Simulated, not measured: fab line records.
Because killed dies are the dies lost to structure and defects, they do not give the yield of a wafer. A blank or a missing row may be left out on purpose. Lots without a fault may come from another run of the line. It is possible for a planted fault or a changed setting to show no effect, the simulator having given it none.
Chamber matching ; flow nand harc ; 4 sister chambers for NHARC_A_STAIRCASE_ALD_420 on ald hk-01
The step deposits SiO2, target thk 20 nm, pulse time 6 s, ald cycles 200. 4 wafers are shown with their chamber, then 9 later ones without.

## EACH WAFER AND ITS CHAMBER
wafer;chamber;heater power w (W)
L083.5;0;456
L090.1;3;435
L090.2;1;483
L090.5;2;522

## WAFERS WHOSE CHAMBER IS MISSING
wafer;heater power w (W)
L093.1;452
L093.2;526
L093.5;456
L097.3;427
L097.4;485
L097.6;437
L095.1;472
L095.2;434
L095.6;438

## CHAMBER TAKEN BY EACH
wafer;from the rows above;in truth
L093.1;0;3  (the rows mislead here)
L093.2;2;2
L093.5;0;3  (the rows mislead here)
L097.3;3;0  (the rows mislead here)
L097.4;1;1
L097.6;3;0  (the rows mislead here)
L095.1;can't be placed: 1 or 0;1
L095.2;3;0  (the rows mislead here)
L095.6;3;3
Correctly placed: 3 of 9. From these rows, 1 cannot be placed; in 1 the true chamber is one of the candidates. Wrongly placed: 5.
How it was worked out, from the rows above alone: a wafer's distance from a chamber is the root of the sum, over the readings, of the square of ((its reading less the chamber's mean) divided by the reading's scatter). If the next closest chamber is less than 2 further off than the closest, the wafer can't be placed; otherwise it belongs to the closest. A chamber's mean is the mean of its shown wafers. The scatter: root of mean squared gap, hidden wafer to nearest shown wafer, with one shown wafer a chamber.
